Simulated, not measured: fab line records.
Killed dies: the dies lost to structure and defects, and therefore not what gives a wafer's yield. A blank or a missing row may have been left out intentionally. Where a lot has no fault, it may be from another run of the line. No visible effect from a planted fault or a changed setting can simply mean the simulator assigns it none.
Chamber matching + flow nand_harc + NHARC_A_STAIRCASE_ETCH_169 on rie_diel-04 has 4 sister chambers
The step etches the open film in CH3F/O2, target depth 50 nm, time 107.1 s. 14 wafers are shown with their chamber, then 7 later ones without.

== WAFERS PAIRED WITH THEIR CHAMBERS ==
| wafer  | chamber | showerhead_plenum_p_Torr (Torr) | drypump_motor_current_A (A) | rf_vpp_V (V) |
|--------|---------|---------------------------------|-----------------------------|--------------|
| L774.1 | 1       | 2.31                            | 5.8                         | 241.1        |
| L774.2 | 3       | 2.50                            | 5.9                         | 244.4        |
| L774.4 | 0       | 2.54                            | 6.3                         | 245.9        |
| L775.1 | 2       | 2.45                            | 5.9                         | 242.5        |
| L775.4 | 1       | 2.31                            | 5.9                         | 244.6        |
| L775.5 | 1       | 2.31                            | 5.8                         | 242.0        |
| L776.2 | 2       | 2.44                            | 6.0                         | 244.9        |
| L776.3 | 1       | 2.31                            | 5.9                         | 241.2        |
| L776.4 | 0       | 2.54                            | 6.3                         | 246.3        |
| L777.3 | 1       | 2.31                            | 5.8                         | 241.8        |
| L777.4 | 2       | 2.45                            | 5.9                         | 244.6        |
| L777.5 | 2       | 2.45                            | 6.0                         | 243.4        |
| L778.1 | 0       | 2.54                            | 6.3                         | 246.1        |
| L778.5 | 2       | 2.44                            | 6.0                         | 245.3        |

SIGNATURES, as means of the wafers listed above
| reading                  | chamber 0 | chamber 1 | chamber 2 | chamber 3 | scatter within a chamber |
|--------------------------|-----------|-----------|-----------|-----------|--------------------------|
| showerhead_plenum_p_Torr | 2.5400    | 2.3100    | 2.4460    | 2.5000    | 0.00346                  |
| drypump_motor_current_A  | 6.300     | 5.840     | 5.960     | 5.900     | 0.049                    |
| rf_vpp_V                 | 246.100   | 242.140   | 244.140   | 244.400   | 1.17                     |
Rule: for each reading, subtract the chamber's mean from the wafer's reading, divide by that reading's scatter and square the result; add these up over the readings and take the root, which gives the wafer's distance from the chamber. The wafer belongs to the nearest chamber; if the next one is less than 2 further off, it can't be placed. The scatter is the square root of a quotient: the sum, over the shown wafers, of each reading's squared deviation from its chamber's mean, divided by wafers minus chambers.

== WAFERS WITHOUT THEIR CHAMBER ==
| wafer  | showerhead_plenum_p_Torr (Torr) | drypump_motor_current_A (A) | rf_vpp_V (V) |
|--------|---------------------------------|-----------------------------|--------------|
| L778.6 | 2.31                            | 5.8                         | 243.0        |
| L780.1 | 2.44                            | 5.9                         | 245.2        |
| L780.2 | 2.50                            | 5.9                         | 244.8        |
| L780.5 | 2.30                            | 5.9                         | 240.4        |
| L784.1 | 2.49                            | 5.9                         | 245.0        |
| L784.3 | 2.30                            | 5.9                         | 241.7        |
| L784.4 | 2.44                            | 5.9                         | 243.8        |

== CHAMBER TAKEN BY EACH ==
| wafer  | from the rows above | in truth |
|--------|---------------------|----------|
| L778.6 | 1                   | 1        |
| L780.1 | 2                   | 2        |
| L780.2 | 3                   | 3        |
| L780.5 | 1                   | 1        |
| L784.1 | 3                   | 3        |
| L784.3 | 1                   | 1        |
| L784.4 | 2                   | 2        |
Correctly placed: 7 of 7. Left unplaced by these rows: 0. 0 placed wrongly.
